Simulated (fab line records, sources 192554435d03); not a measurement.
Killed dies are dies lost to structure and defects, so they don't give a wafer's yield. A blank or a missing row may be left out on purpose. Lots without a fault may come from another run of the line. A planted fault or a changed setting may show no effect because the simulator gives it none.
fab line records | flow n5_finfet
record lots=7 wafers=39
route steps=1938 shown BEOL_M2@890 BEOL_M4@1108
start_h: hours from the record's first day to the start of the lot's first wafer shown | wait_h: hours since the lot's step before | " the same as in the row above | L1.1+2: a row that stands for several wafers | - no value, or no start given | * or withheld: withheld | < > ~ a bound
route shown NAME@n: a module of which the file shows steps, and the number in the route of the first | usual: mean/standard deviation of fault-free wafers | same: alike in all rows | chamber/n: place in a boat | sites: the reading at each site | _std_site: their standard deviation | _edge_site: outer sites' mean less inner sites' | radius_mm: how far each site lies from the wafer's centre | mask NAME#n: copy n | behind: the tool/chamber that last shaped the wafer | hold: why the lot was held/for how many hours/how that ended | device: the transistor (n, p or np) that didn't switch | end of line: the same wafers' tests at the end of the route | a step without rows: its recipe alone | killed: dies lost to structure and defects at the first sort, not the wafer's yield | map: a wafer's dies, x killed, . not, _ none there
set.NAME: the setting as run; set.NAME@STEP: as run at that earlier step | model.NAME: the simulator's own value behind a step, which no gauge read
lots whose settings were changed on purpose; a table a step, a row a wafer
## steps
# step N5_BEOL_M2_TRENCH_ETCH_37
# recipe chemistry=C4F6/O2 target_depth_a=555.55 target=SiOC time_s=29.2 ion_energy_ev=250 pressure_mtorr=30 source_w=355 bias_w=185 Ar_flow_sccm=300 C4F6_flow_sccm=10 O2_flow_sccm=10
# columns lot.wafer tool chamber start_h wait_h set.time_s model.BEOL_M2.feature_depth_nm model.etch.depth_nm
L074.1 rie_diel-05 1 - - 29.2 54.4 54.35
L074.2 " 3 " " 33.7 63 63.07
L074.3 " 0 " " 33.7 66.4 66.44
L074.4 " 2 " " 33.7 62.6 62.53
L074.5 " 1 " " 29.2 54.8 54.75
L074.6 " 2 " " 29.2 54.8 54.89
L077.1 rie_diel-06 1 - - 41.54 77.2 77.26
L077.2 " 2 " " 41.54 75 75.09
L077.3 " 0 " " 41.54 76.6 76.57
L077.4 " 3 " " 29.2 54.6 54.66
L077.5 " 1 " " 29.2 54 54.09
L077.6 " 2 " " 29.2 53 53.05
L083.4 rie_diel-02 2 - - 29.2 54.8 54.88
L083.5 " 1 " " 29.2 56 55.97
L083.6 " 2 " " 29.2 55 54.93
L086.1 rie_diel-02 0 - - 29.2 57 56.97
L086.2 " 2 " " 35.02 66 66.03
L086.3 " 1 " " 29.2 56 56.05
L086.4 " 3 " " 35.02 66.2 66.23
L086.5 " 2 " " 29.2 55.2 55.26
L086.6 " 3 " " 35.02 66.2 66.22
L090.1 rie_diel-02 2 - - 22.75 42.6 42.64
L090.2 " 3 " " 29.2 55.4 55.33
L090.3 " 1 " " 29.2 56.2 56.19
L090.4 " 0 " " 22.75 43.4 43.44
L090.5 " 2 " " 22.75 42.8 42.88
L090.6 " 3 " " 29.2 55.2 55.29
L091.1 rie_diel-05 3 - - 29.2 54.6 54.69
L091.2 " 0 " " 15.75 30.4 30.43
L091.3 " 1 " " 29.2 53.4 53.49
L091.4 " 2 " " 15.75 29.2 29.14
L091.5 " 0 " " 15.75 30.4 30.41
L091.6 " 1 " " 29.2 53.4 53.44
L095.1 rie_diel-05 1 - - 29.2 54.8 54.87
L095.2 " 2 " " 21.8 40.8 40.71
L095.3 " 3 " " 21.8 41.4 41.39
L095.4 " 0 " " 29.2 57.2 57.11
L095.5 " 0 " " 21.8 43 43.05
L095.6 " 3 " " 29.2 55.4 55.48
# step N5_BEOL_M2_ETCH_41
# recipe chemistry=CH3F/O2 target=SiCN target_depth_a=299 taper_deg=2 time_s=52.5 ion_energy_ev=120 mask_material=TiN pressure_mtorr=30 source_w=395 bias_w=75 Ar_flow_sccm=150 CH3F_flow_sccm=30 O2_flow_sccm=20
# step N5_BEOL_M2_STRIP_97
# recipe chemistry=N2/H2 time_s=10 power_w=450 temp_c=40 pressure_mtorr=20 rf_frequency_hz=6e+07 bias_power_w=7 n2_flow_sccm=200 h2_flow_sccm=200
# step N5_BEOL_M2_OCD_MEAS_38
# usual trench_depth_nm=54.9/0.94
# columns lot.wafer tool chamber start_h wait_h set.time_s@BEOL_M2_TRENCH_ETCH_37 trench_depth_nm
L074.1 ocd-02 - 139.19 - 29.2 54.0
L074.2 " - " " 33.7 63.4
L074.3 " - " " 33.7 66.0
L074.4 " - " " 33.7 62.3
L074.5 " - " " 29.2 55.5
L074.6 " - " " 29.2 54.1
L077.1 ocd-02 - 160.20 - 41.54 77.4
L077.2 " - " " 41.54 74.8
L077.3 " - " " 41.54 76.7
L077.4 " - " " 29.2 54.3
L077.5 " - " " 29.2 54.4
L077.6 " - " " 29.2 53.3
L083.4 ocd-02 - 190.90 - 29.2 54.4
L083.5 " - " " 29.2 55.8
L083.6 " - " " 29.2 54.5
L086.1 ocd-02 - 208.29 - 29.2 56.8
L086.2 " - " " 35.02 66.2
L086.3 " - " " 29.2 56.0
L086.4 " - " " 35.02 66.1
L086.5 " - " " 29.2 55.8
L086.6 " - " " 35.02 66.1
L090.1 ocd-01 - 257.29 - 22.75 42.3
L090.2 " - " " 29.2 55.8
L090.3 " - " " 29.2 56.7
L090.4 " - " " 22.75 43.4
L090.5 " - " " 22.75 43.4
L090.6 " - " " 29.2 55.1
L091.1 ocd-02 - 267.01 - 29.2 54.6
L091.2 " - " " 15.75 30.6
L091.3 " - " " 29.2 53.7
L091.4 " - " " 15.75 29.5
L091.5 " - " " 15.75 30.4
L091.6 " - " " 29.2 53.6
L095.1 ocd-01 - 281.90 - 29.2 55.3
L095.2 " - " " 21.8 40.9
L095.3 " - " " 21.8 41.5
L095.4 " - " " 29.2 56.7
L095.5 " - " " 21.8 42.7
L095.6 " - " " 29.2 55.7
# step N5_BEOL_M2_HM_STRIP_39
# recipe chemistry=peroxide_tin_strip material=TiN target_depth_a=250 temp_c=50 time_s=158
# step N5_BEOL_M2_SRD_40
# recipe time_s=30 temp_c=23 rinse_liquid=diw dry=ipa_marangoni
# step N5_BEOL_M2_ECD_50
# recipe material=Cu target_thk_a=3000
# step N5_BEOL_M2_ANNEAL_51
# recipe temp_c=225 time_s=90 ambient=N2
# step N5_BEOL_M2_CMP_52
# recipe stop_on=SiOC t_overpolish_s=6.8 down_force_psi=1 platen_rpm=50 clearing_platen_down_force_psi=1.5 clearing_platen_rpm=50 post_cmp_clean=cu_alkaline target_thk_nm=40 clearing_platen_pad_velocity_m_s=0.99484 pad_velocity_m_s=0.99484
# columns lot.wafer tool chamber start_h wait_h set.time_s@BEOL_M2_TRENCH_ETCH_37 model.Cu_of_BEOL_M2_ECD_50.thk_nm
L074.1 cmp-04 1 143.35 0.3 29.2 39.2
L074.3 " 2 " " 33.7 51.6
L074.4 " 3 " " 33.7 48.6
L074.2 " 0 " " 33.7 48.2
L074.6 " 1 " " 29.2 40.4
L074.5 " 2 " " 29.2 39.8
L077.1 cmp-01 1 163.68 0.3 41.54 63.2
L077.2 " 2 " " 41.54 61.8
L077.3 " 3 " " 41.54 62
L077.4+6 " 0,2 " " 29.2 40.6
L077.5 " 1 " " 29.2 39.4
L083.4 cmp-04 2 194.66 0.1 29.2 40.8
L083.5 " 2 " " 29.2 41.8
L083.6 " 3 " " 29.2 40
L086.2 cmp-03 0 211.32 0.2 35.02 50.2
L086.3 " 1 " " 29.2 40.8
L086.4 " 2 " " 35.02 49
L086.1 " 3 " " 29.2 40.2
L086.6 " 0 " " 35.02 49.8
L086.5 " 1 " " 29.2 40
L090.2 cmp-01 1 261.36 0.2 29.2 38.8
L090.4 " 2 " " 22.75 29.4
L090.1 " 3 " " 22.75 25.2
L090.3 " 0 " " 29.2 39.8
L090.6 " 1 " " 29.2 39.6
L090.5 " 2 " " 22.75 28.8
L091.4 cmp-04 0 270.29 0.1 15.75 14.8
L091.2 " 1 " " 15.75 15.6
L091.3 " 2 " " 29.2 40.6
L091.1 " 3 " " 29.2 39.6
L091.6 " 0 " " 29.2 39.8
L091.5 " 1 " " 15.75 16.4
L095.3 cmp-04 3 285.43 0.2 21.8 27.2
L095.4 " 0 " " 29.2 43.6
L095.1 " 1 " " 29.2 39.4
L095.2 " 2 " " 21.8 25.2
L095.5 " 3 " " 21.8 28.2
L095.6 " 0 " " 29.2 40
# step N5_BEOL_M2_THK_MEAS_53
# recipe thk_meas_gauge=xrf reads=Cu_of_BEOL_M2_ECD_50
# usual M2_THK=40.4/1.4
# columns lot.wafer tool chamber start_h wait_h set.time_s@BEOL_M2_TRENCH_ETCH_37 M2_THK[nm]
L074.1 film_metro-02 - 143.64 - 29.2 38.7
L074.2 " - " " 33.7 47.7
L074.3 " - " " 33.7 51.2
L074.4 " - " " 33.7 48.1
L074.5 " - " " 29.2 39.7
L074.6 " - " " 29.2 40.1
L077.1 film_metro-02 - 163.98 - 41.54 63.6
L077.2 " - " " 41.54 62.3
L077.3 " - " " 41.54 62.5
L077.4 " - " " 29.2 40.9
L077.5 " - " " 29.2 39.8
L077.6 " - " " 29.2 41.0
L083.4 film_metro-01 - 194.95 - 29.2 41.5
L083.5 " - " " 29.2 42.5
L083.6 " - " " 29.2 40.6
L086.1 film_metro-02 - 211.62 - 29.2 40.4
L086.2 " - " " 35.02 50.7
L086.3 " - " " 29.2 41.1
L086.4 " - " " 35.02 49.7
L086.5 " - " " 29.2 40.4
L086.6 " - " " 35.02 50.3
L090.1 film_metro-01 - 261.65 - 22.75 25.5
L090.2 " - " " 29.2 39.3
L090.3 " - " " 29.2 40.3
L090.4 " - " " 22.75 29.8
L090.5 " - " " 22.75 29.1
L090.6 " - " " 29.2 40.2
L091.1 film_metro-01 - 270.58 - 29.2 39.8
L091.2 " - " " 15.75 15.5
L091.3 " - " " 29.2 40.7
L091.4 " - " " 15.75 14.9
L091.5 " - " " 15.75 16.4
L091.6 " - " " 29.2 39.6
L095.1 film_metro-02 - 285.72 - 29.2 39.0
L095.2 " - " " 21.8 24.9
L095.3 " - " " 21.8 26.9
L095.4 " - " " 29.2 43.4
L095.5 " - " " 21.8 28.2
L095.6 " - " " 29.2 40.0
# step N5_BEOL_M2_PRE_CLEAN_60
# recipe gas=NH3/H2 time_s=15 temp_c=* rf_power_w=300
# step N5_BEOL_M2_CO_CAP_55
# recipe material=Co target_thk_a=20 temp_c=200 precursor=CCTBA/H2 pressure_torr=30 time_s=102.1
# step N5_BEOL_M2_PRE_CLEAN_56
# recipe gas=NH3 time_s=15 temp_c=withheld rf_power_w=300
# step N5_BEOL_M2_DEP_57
# recipe material=SiCN target_thk_a=80 temp_c=withheld precursor=3MS/NH3 pressure_torr=3 rf_w=202 time_s=14
# step N5_BEOL_M2_RS_MEAS_58
# recipe thk_meas_gauge=four-point-probe reads=Co_of_BEOL_M2_CO_CAP_55+Cu_of_BEOL_M2_ECD_50+Co_of_BEOL_M2_CVD_47+TaN_of_BEOL_M2_ALD_84
# usual M2_RS=0.666/0.028
# columns lot.wafer tool chamber start_h wait_h set.time_s@BEOL_M2_TRENCH_ETCH_37 M2_RS[ohm/sq]
L074.1 film_metro-02 - 143.90 0.0 29.2 0.687
L074.2 " - " " 33.7 0.528
L074.3 " - " " 33.7 0.483
L074.4 " - " " 33.7 0.520
L074.5 " - " " 29.2 0.670
L074.6 " - " " 29.2 0.661
L077.1 film_metro-01 - 164.24 0.0 41.54 0.377
L077.2 " - " " 41.54 0.389
L077.3 " - " " 41.54 0.387
L077.4 " - " " 29.2 0.658
L077.5 " - " " 29.2 0.680
L077.6 " - " " 29.2 0.655
L083.4 film_metro-02 - 195.21 0.0 29.2 0.649
L083.5 " - " " 29.2 0.634
L083.6 " - " " 29.2 0.670
L086.1 film_metro-02 - 211.91 0.1 29.2 0.663
L086.2 " - " " 35.02 0.501
L086.3 " - " " 29.2 0.648
L086.4 " - " " 35.02 0.517
L086.5 " - " " 29.2 0.667
L086.6 " - " " 35.02 0.505
L090.1 film_metro-02 - 261.91 0.0 22.75 1.228
L090.2 " - " " 29.2 0.694
L090.3 " - " " 29.2 0.671
L090.4 " - " " 22.75 0.996
L090.5 " - " " 22.75 1.032
L090.6 " - " " 29.2 0.674
L091.1 film_metro-02 - 270.84 0.0 29.2 0.674
L091.2 " - " " 15.75 2.410
L091.3 " - " " 29.2 0.657
L091.4 " - " " 15.75 2.578
L091.5 " - " " 15.75 2.232
L091.6 " - " " 29.2 0.674
L095.1 film_metro-02 - 285.98 0.0 29.2 0.683
L095.2 " - " " 21.8 1.234
L095.3 " - " " 21.8 1.115
L095.4 " - " " 29.2 0.596
L095.5 " - " " 21.8 1.054
L095.6 " - " " 29.2 0.667
# step N5_BEOL_M4_DEP_57
# recipe material=SiCN target_thk_a=80 temp_c=withheld precursor=3MS/NH3 pressure_torr=3 rf_w=202 time_s=14
# columns lot.wafer tool chamber start_h wait_h set.time_s model.SiCN_of_BEOL_M4_DEP_57.thk_nm
L074.1+6 pecvd-02 2 168.31 0.0 6.209 3.8
L074.2+3 " 0,1 " " 14 8.2
L074.4 " 0 " " 6.209 4
L074.5 " 1 " " 14 8.4
L077.1+6 pecvd-04 0 184.53 0.0 14 8.2
L077.2 " 1 " " 14 7.8
L077.3+5 " 2 " " 10.59 6.2
L077.4 " 1 " " 10.59 6
L083.4 pecvd-01 0 242.38 0.0 14 8
L083.5+6 " 1,2 " " 14 7.8
L086.1 pecvd-01 2 260.01 0.0 14 7.8
L086.2+3 " 0,1 " " 14 8
L086.4+6 " 1,2 " " 21.3 12.2
L086.5 " 0 " " 21.3 12
L091.1+3 pecvd-02 2,0 293.16 0.0 10.04 5.8
L091.2 " 1 " " 10.04 6
L091.4 " 1 " " 14 8
L091.5+6 " 0,2 " " 14 8.2
L090.1 pecvd-01 0 302.84 0.0 14 7.6
L090.2+4 " 2 " " 8.545 4.8
L090.3 " 1 " " 8.545 5
L090.5 " 0 " " 14 7.8
L090.6 " 1 " " 14 8
L095.1 pecvd-04 1 317.74 0.0 14 7.6
L095.2+5+6 " 0,2,1 " " 16.79 9.6
L095.3 " 2 " " 14 8
L095.4 " 0 " " 14 8.2
## key
split step=N5_BEOL_M2_TRENCH_ETCH_37 setting=time_s stated=29.2 by=wafer
response step=N5_BEOL_M2_TRENCH_ETCH_37 reading=model.BEOL_M2.feature_depth_nm change=+0.533 per=1% r=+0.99
response step=N5_BEOL_M2_TRENCH_ETCH_37 reading=model.etch.depth_nm change=+0.534 per=1% r=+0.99
response step=N5_BEOL_M2_OCD_MEAS_38 reading=trench_depth_nm change=+0.533 per=1% r=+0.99
response step=N5_BEOL_M2_CMP_52 reading=model.Cu_of_BEOL_M2_ECD_50.thk_nm change=+0.53 per=1% r=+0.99
response step=N5_BEOL_M2_THK_MEAS_53 reading=M2_THK change=+0.532 per=1% r=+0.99
response step=N5_BEOL_M2_RS_MEAS_58 reading=M2_RS shape=bent at_lowest=2.407 at_stated=0.663 at_highest=0.384
split step=N5_BEOL_M4_DEP_57 setting=time_s stated=14 by=wafer
response step=N5_BEOL_M4_DEP_57 reading=model.SiCN_of_BEOL_M4_DEP_57.thk_nm change=+0.0792 per=1% r=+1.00
